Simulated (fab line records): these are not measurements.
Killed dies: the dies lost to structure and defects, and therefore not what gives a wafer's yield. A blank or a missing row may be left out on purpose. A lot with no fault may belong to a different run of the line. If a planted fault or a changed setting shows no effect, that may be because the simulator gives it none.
The tool behind it: which one?    flow n5-finfet    8 lots with 24 wafers sampled at 7 steps, on a route of 1938 steps

== WHAT THE GAUGES SHOWED, per wafer ==
N5_SD_EPI_P_OVL_MEAS_10. Usual: SD_P_BLK_OVL gives 0.6 nm (standard deviation 0.92).
lot   measured     on          SD_P_BLK_OVL (nm)  flag
L734  day 3 17:14  overlay-02  0.1 -0.1 -1.0      
L741  day 5 16:58  overlay-01  0.8 0.5 0.2        
L743  day 6 02:17  overlay-02  -1.2 0.7 -0.7      
L749  day 7 11:40  overlay-02  0.1 0.5 0.3        
L750  day 7 17:34  overlay-01  2.0 0.8 0.7        
L751  day 7 22:20  overlay-01  0.2 0.0 0.0        
L753  day 8 12:22  overlay-02  0.3 -1.0 -0.6      
L755  day 9 05:07  overlay-02  -0.4 0.7 -0.1      

N5_SD_EPI_P_INSPECT_26: inspects for defects (darkfield). Usual: raw-defect-count at 159, with a standard deviation of 33.
lot   measured     on                 raw-defect-count  flag
L734  day 3 22:03  defect-inspect-02  165 183 172       
L741  day 5 20:47  defect-inspect-01  122 150 178       
L743  day 6 06:05  defect-inspect-01  135 153 161       
L749  day 7 15:26  defect-inspect-01  692 751 710       OFF
L750  day 7 21:24  defect-inspect-02  692 702 701       OFF
L751  day 8 03:04  defect-inspect-02  140 217 198       
L753  day 8 17:01  defect-inspect-02  138 157 95        
L755  day 9 09:17  defect-inspect-02  170 142 140       

N5_SD_ACTIVATION_INSPECT_02: inspects for defects (darkfield). Usual: raw-defect-count at 159, with a standard deviation of 31.
lot   measured     on                 raw-defect-count  flag
L734  day 3 22:54  defect-inspect-01  178 191 184       
L741  day 5 21:42  defect-inspect-02  117 150 161       
L743  day 6 06:50  defect-inspect-01  133 154 177       
L749  day 7 16:12  defect-inspect-01  696 739 707       OFF
L750  day 7 22:11  defect-inspect-02  698 681 695       OFF
L751  day 8 03:49  defect-inspect-02  157 215 192       
L753  day 8 17:47  defect-inspect-01  141 158 102       
L755  day 9 10:13  defect-inspect-01  184 146 160       

N5_BEOL_M4_RC_MEAS_101. Usual: DIBL_N 36.3 mV/V, standard deviation 1.1; DIBL_P 36.3 mV/V, standard deviation 1.4; IOFF_N 0.155 nA/um, standard deviation 0.019; IOFF_P 0.211 nA/um, standard deviation 0.027; ION_N 672 uA/um, standard deviation 8.5; ION_P 462 uA/um, standard deviation 5.8; SS_N 71.5 mV/dec, standard deviation 0.56; SS_P 73.3 mV/dec, standard deviation 0.52; VT_N 249.9 mV, standard deviation 2.5; VT_P -249.8 mV, standard deviation 2.8.
lot   measured      on         DIBL_N (mV/V)   DIBL_P (mV/V)   IOFF_N (nA/um)     IOFF_P (nA/um)     ION_N (uA/um)  ION_P (uA/um)  SS_N (mV/dec)   SS_P (mV/dec)   VT_N (mV)          VT_P (mV)             flag
L734  day 10 12:52  prober-01  35.6 34.9 35.7  36.9 35.4 35.9  0.152 0.134 0.153  0.178 0.170 0.178  669 670 671    451 456 455    71.1 71.3 72.0  73.6 73.3 73.3  248.7 249.2 251.5  -253.7 -252.4 -253.4  
L741  day 13 23:12  prober-02  35.9 35.7 35.2  36.0 35.8 35.6  0.138 0.138 0.128  0.162 0.165 0.158  662 671 668    451 455 456    71.5 71.1 70.8  73.4 72.9 72.3  250.9 253.8 255.3  -255.3 -253.9 -256.4  
L743  day 14 12:06  prober-01  37.2 38.5 36.4  36.9 38.1 36.1  0.151 0.178 0.139  0.183 0.206 0.181  670 664 658    455 452 447    71.2 72.3 71.2  73.8 73.0 73.0  251.3 250.4 253.2  -253.2 -249.8 -252.0  
L749  day 16 16:17  prober-01  36.3 36.7 35.7  36.6 36.6 35.8  0.168 0.178 0.158  0.226 0.231 0.221  687 688 690    470 471 471    71.9 71.6 71.9  73.7 74.1 73.8  247.1 243.7 247.6  -248.9 -246.9 -246.9  
L750  day 17 01:21  prober-02  38.3 37.5 36.9  37.3 35.8 35.6  0.176 0.154 0.149  0.236 0.206 0.204  677 680 669    462 465 457    71.2 71.6 71.5  73.9 73.1 73.6  245.9 252.5 250.5  -248.3 -249.6 -249.6  
L751  day 17 07:20  prober-02  36.7 37.0 35.8  36.8 37.5 35.6  0.160 0.168 0.143  0.218 0.219 0.199  677 684 665    467 468 463    71.3 70.9 71.3  73.0 72.6 73.0  248.6 249.9 249.8  -247.3 -248.5 -250.6  
L753  day 16 08:40  prober-01  34.9 34.3 34.9  37.6 36.8 36.6  0.168 0.150 0.157  0.241 0.235 0.232  668 673 665    470 472 465    70.4 71.7 71.8  73.3 73.1 72.6  247.3 249.5 251.7  -247.3 -244.4 -248.7  
L755  day 16 04:41  prober-02  37.2 38.7 37.2  36.6 36.8 35.6  0.171 0.196 0.161  0.241 0.250 0.223  678 671 674    467 461 464    72.2 72.8 71.9  73.7 73.2 73.3  251.6 246.3 247.5  -246.2 -246.9 -249.5  

== WHAT TOOL EACH LOT RAN ON (gives the tool, then ch and the chambers of the sampled wafers, and finally the start) ==
lot   N5_SD_EPI_P_ETCH_36                N5_SD_EPI_P_ETCHBACK_46            N5_SD_EPI_P_PRECLEAN_33
L734  rie-diel-06 ch 1,2, day 3 17:19    rie-diel-06 ch 1,2, day 3 17:42    wet-bench-04 ch 0,3,5, day 3 22:00
L741  rie-diel-03 ch 1,2,3, day 5 17:05  rie-diel-03 ch 1,2,3, day 5 17:28  wet-bench-02 ch 1,5,7, day 5 20:43
L743  rie-diel-06 ch 1,3, day 6 02:23    rie-diel-06 ch 1,3, day 6 02:46    wet-bench-02 ch 0,4,7, day 6 06:01
L749  rie-diel-06 ch 0,2,3, day 7 11:46  rie-diel-06 ch 0,2,3, day 7 12:08  wet-bench-02 ch 0,3,5, day 7 15:23
L750  rie-diel-06 ch 0,1,3, day 7 17:43  rie-diel-06 ch 0,1,3, day 7 18:06  wet-bench-02 ch 1,2,3, day 7 21:21
L751  rie-diel-01 ch 0,2, day 7 22:31    rie-diel-01 ch 0,2, day 7 22:54    wet-bench-04 ch 0,3,4, day 8 03:01
L753  rie-diel-06 ch 1,2,3, day 8 12:29  rie-diel-06 ch 1,2,3, day 8 12:52  wet-bench-01 ch 2,4,6, day 8 16:58
L755  rie-diel-06 ch 1,2, day 9 05:35    rie-diel-06 ch 1,2, day 9 05:58    wet-bench-04 ch 1,2,6, day 9 09:14
- N5_SD_EPI_P_ETCH_36: etches SiARC in CF4, target depth 45.5 nm, time 75.8 s.
- N5_SD_EPI_P_ETCHBACK_46: etches SiNx in CH3F/O2, stops on SiO2, target depth 17.5 nm.
- N5_SD_EPI_P_PRECLEAN_33: cleans in SC2, time 45 s.

== AS READ BY THE TOOLS THEMSELVES (means over the sampled wafers that have a number; for cases with no such wafer, the mark the record gives instead) ==
N5_SD_EPI_P_ETCH_36. Usual: drypump-motor-current-A 5.8 A, standard deviation 0.37; etch-rf-on-time-s 75.7 s, standard deviation 1.2; oes-product-au 0.69 a.u., standard deviation 0.082; rf-vpp-V 184.0 V, standard deviation 1.1; showerhead-plenum-p-Torr 2.14 Torr, standard deviation 0.063; throttle-valve-pct 15.62 %, standard deviation 0.2.
lot   tool         drypump-motor-current-A (A)  etch-rf-on-time-s (s)  oes-product-au (a.u.)  rf-vpp-V (V)  showerhead-plenum-p-Torr (Torr)  throttle-valve-pct (%)  flag
L734  rie-diel-06  6.0                          75.6                   0.62                   184.5         2.14                             15.83                   
L741  rie-diel-03  5.8                          74.8                   0.70                   184.7         2.16                             15.45                   
L743  rie-diel-06  6.1                          76.3                   0.58                   183.3         2.09                             15.87                   
L749  rie-diel-06  5.9                          75.9                   0.65                   183.9         2.14                             15.52                   
L750  rie-diel-06  6.2                          74.9                   0.70                   183.2         2.12                             15.55                   
L751  rie-diel-01  5.6                          75.7                   0.73                   184.2         2.15                             15.70                   
L753  rie-diel-06  5.9                          75.1                   0.70                   182.7         2.10                             15.54                   
L755  rie-diel-06  6.0                          75.0                   0.76                   183.0         2.13                             15.57                   

N5_SD_EPI_P_ETCHBACK_46. Usual: drypump-motor-current-A 5.8 A, standard deviation 0.36; oes_o_777_au 0.81 a.u., standard deviation 0.094; oes-product-au 0.69 a.u., standard deviation 0.076; rf-vpp-V 296 V, standard deviation 3.7; showerhead-plenum-p-Torr 1.99 Torr, standard deviation 0.061; throttle-valve-pct 16.36 %, standard deviation 0.2.
lot   tool         drypump-motor-current-A (A)  oes_o_777_au (a.u.)  oes-product-au (a.u.)  rf-vpp-V (V)  showerhead-plenum-p-Torr (Torr)  throttle-valve-pct (%)  flag
L734  rie-diel-06  6.0                          0.74                 0.63                   293           2.00                             16.57                   
L741  rie-diel-03  5.8                          0.81                 0.69                   296           2.02                             16.17                   
L743  rie-diel-06  6.1                          0.68                 0.58                   292           1.95                             16.59                   
L749  rie-diel-06  5.9                          0.77                 0.65                   296           2.00                             16.28                   
L750  rie-diel-06  6.2                          0.82                 0.69                   294           1.98                             16.29                   
L751  rie-diel-01  5.6                          0.85                 0.73                   299           2.01                             16.42                   
L753  rie-diel-06  5.9                          0.82                 0.69                   293           1.96                             16.29                   
L755  rie-diel-06  6.0                          0.89                 0.76                   292           1.99                             16.31                   

== THE ANSWER, worked out from the rows above alone ==
Rule: take the mean of a lot's wafers that have a number; if it is more than 3 standard deviations from the usual mean, the lot is off. Also off: a lot with no number at a reading for which 4 or more lots have one. Any other lot the step has rows for is counted as sound. First the gauges in route order, then the tools' own readings, where a lot's mean is used as printed above. The first step at which some lot is off is used, and at that step the reading that is off furthest; a lot without a number counts as furthest.
Off, at N5_SD_EPI_P_INSPECT_26 on raw-defect-count: L749, L750.
If a tool, at a process step before that reading, ran all the lots that are off and no sound lot after the first of them, it fits. The gauges at N5_SD_EPI_P_INSPECT_26 are tried like those tools. One candidate fits, namely wet-bench-02 at N5_SD_EPI_P_PRECLEAN_33. Its last sound lot is L743 (day 6 06:01), its first lot that is off L749 (day 7 15:23): a fault that began between those two fits.

== WHAT THE SIMULATOR HAD PUT IN ==
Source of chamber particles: wet-bench-02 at N5_SD_EPI_P_PRECLEAN_33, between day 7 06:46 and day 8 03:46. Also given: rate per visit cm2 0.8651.
Shown lots that were struck: L749, L750. The same result came from the rule above.
